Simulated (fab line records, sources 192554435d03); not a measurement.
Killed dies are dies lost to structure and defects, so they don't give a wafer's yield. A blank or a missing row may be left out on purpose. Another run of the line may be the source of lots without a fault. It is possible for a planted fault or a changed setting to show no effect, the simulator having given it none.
Matching of chambers || flow n5_finfet || N5_BEOL_M4_STRIP_19 on rie_diel-06 has 4 sister chambers
The step strips in O2. 14 wafers are shown with their chamber, then 7 later ones without.

## WAFERS, EACH WITH ITS CHAMBER
{"wafer": "L076.2", "chamber": 0, "showerhead_plenum_p_Torr (Torr)": 2.00, "drypump_motor_current_A (A)": 5.53, "throttle_valve_pct (%)": 16.87}
{"wafer": "L076.3", "chamber": 1, "showerhead_plenum_p_Torr (Torr)": 2.11, "drypump_motor_current_A (A)": 5.89, "throttle_valve_pct (%)": 16.20}
{"wafer": "L076.5", "chamber": 0, "showerhead_plenum_p_Torr (Torr)": 2.00, "drypump_motor_current_A (A)": 5.53, "throttle_valve_pct (%)": 16.87}
{"wafer": "L077.4", "chamber": 3, "showerhead_plenum_p_Torr (Torr)": 2.11, "drypump_motor_current_A (A)": 5.33, "throttle_valve_pct (%)": 16.79}
{"wafer": "L077.5", "chamber": 0, "showerhead_plenum_p_Torr (Torr)": 2.00, "drypump_motor_current_A (A)": 5.53, "throttle_valve_pct (%)": 16.88}
{"wafer": "L077.6", "chamber": 1, "showerhead_plenum_p_Torr (Torr)": 2.11, "drypump_motor_current_A (A)": 5.85, "throttle_valve_pct (%)": 16.23}
{"wafer": "L079.1", "chamber": 0, "showerhead_plenum_p_Torr (Torr)": 2.00, "drypump_motor_current_A (A)": 5.55, "throttle_valve_pct (%)": 16.87}
{"wafer": "L079.2", "chamber": 1, "showerhead_plenum_p_Torr (Torr)": 2.11, "drypump_motor_current_A (A)": 5.82, "throttle_valve_pct (%)": 16.24}
{"wafer": "L079.3", "chamber": 3, "showerhead_plenum_p_Torr (Torr)": 2.11, "drypump_motor_current_A (A)": 5.34, "throttle_valve_pct (%)": 16.81}
{"wafer": "L079.4", "chamber": 2, "showerhead_plenum_p_Torr (Torr)": 2.08, "drypump_motor_current_A (A)": 5.29, "throttle_valve_pct (%)": 16.53}
{"wafer": "L079.5", "chamber": 2, "showerhead_plenum_p_Torr (Torr)": 2.08, "drypump_motor_current_A (A)": 5.26, "throttle_valve_pct (%)": 16.52}
{"wafer": "L079.6", "chamber": 1, "showerhead_plenum_p_Torr (Torr)": 2.11, "drypump_motor_current_A (A)": 5.85, "throttle_valve_pct (%)": 16.21}
{"wafer": "L089.1", "chamber": 0, "showerhead_plenum_p_Torr (Torr)": 1.98, "drypump_motor_current_A (A)": 5.50, "throttle_valve_pct (%)": 16.94}
{"wafer": "L089.2", "chamber": 1, "showerhead_plenum_p_Torr (Torr)": 2.10, "drypump_motor_current_A (A)": 5.87, "throttle_valve_pct (%)": 16.28}

SIGNATURES (means of the wafers above)
{"reading": "showerhead_plenum_p_Torr", "chamber 0": 1.9960, "chamber 1": 2.1080, "chamber 2": 2.0800, "chamber 3": 2.1100, "scatter within a chamber": 0.00632}
{"reading": "drypump_motor_current_A", "chamber 0": 5.5280, "chamber 1": 5.8560, "chamber 2": 5.2750, "chamber 3": 5.3350, "scatter within a chamber": 0.0212}
{"reading": "throttle_valve_pct", "chamber 0": 16.8860, "chamber 1": 16.2320, "chamber 2": 16.5250, "chamber 3": 16.8000, "scatter within a chamber": 0.028}
Rule: for each reading, subtract the chamber's mean from the wafer's reading, divide by that reading's scatter and square the result; add these up over the readings and take the root, which gives the wafer's distance from the chamber. The wafer belongs to the nearest chamber; if the next one is less than 2 further off, it can't be placed. The scatter is the square root of a quotient: the sum, over the shown wafers, of each reading's squared deviation from its chamber's mean, divided by wafers minus chambers.

## WAFERS MISSING THEIR CHAMBER
{"wafer": "L089.6", "showerhead_plenum_p_Torr (Torr)": 1.98, "drypump_motor_current_A (A)": 5.53, "throttle_valve_pct (%)": 16.92}
{"wafer": "L092.3", "showerhead_plenum_p_Torr (Torr)": 2.07, "drypump_motor_current_A (A)": 5.24, "throttle_valve_pct (%)": 16.58}
{"wafer": "L092.4", "showerhead_plenum_p_Torr (Torr)": 2.07, "drypump_motor_current_A (A)": 5.25, "throttle_valve_pct (%)": 16.58}
{"wafer": "L092.5", "showerhead_plenum_p_Torr (Torr)": 2.10, "drypump_motor_current_A (A)": 5.89, "throttle_valve_pct (%)": 16.29}
{"wafer": "L097.1", "showerhead_plenum_p_Torr (Torr)": 1.98, "drypump_motor_current_A (A)": 5.55, "throttle_valve_pct (%)": 16.97}
{"wafer": "L097.4", "showerhead_plenum_p_Torr (Torr)": 2.07, "drypump_motor_current_A (A)": 5.28, "throttle_valve_pct (%)": 16.56}
{"wafer": "L097.6", "showerhead_plenum_p_Torr (Torr)": 2.07, "drypump_motor_current_A (A)": 5.25, "throttle_valve_pct (%)": 16.57}

## WHICH CHAMBER EACH ONE RAN IN
{"wafer": "L089.6", "from the rows above": 0, "in truth": 0}
{"wafer": "L092.3", "from the rows above": 2, "in truth": 2}
{"wafer": "L092.4", "from the rows above": 2, "in truth": 2}
{"wafer": "L092.5", "from the rows above": 1, "in truth": 1}
{"wafer": "L097.1", "from the rows above": 0, "in truth": 0}
{"wafer": "L097.4", "from the rows above": 2, "in truth": 2}
{"wafer": "L097.6", "from the rows above": 2, "in truth": 2}
7 of 7 placed correctly. Not placeable from these rows: 0. Placed wrongly: 0.
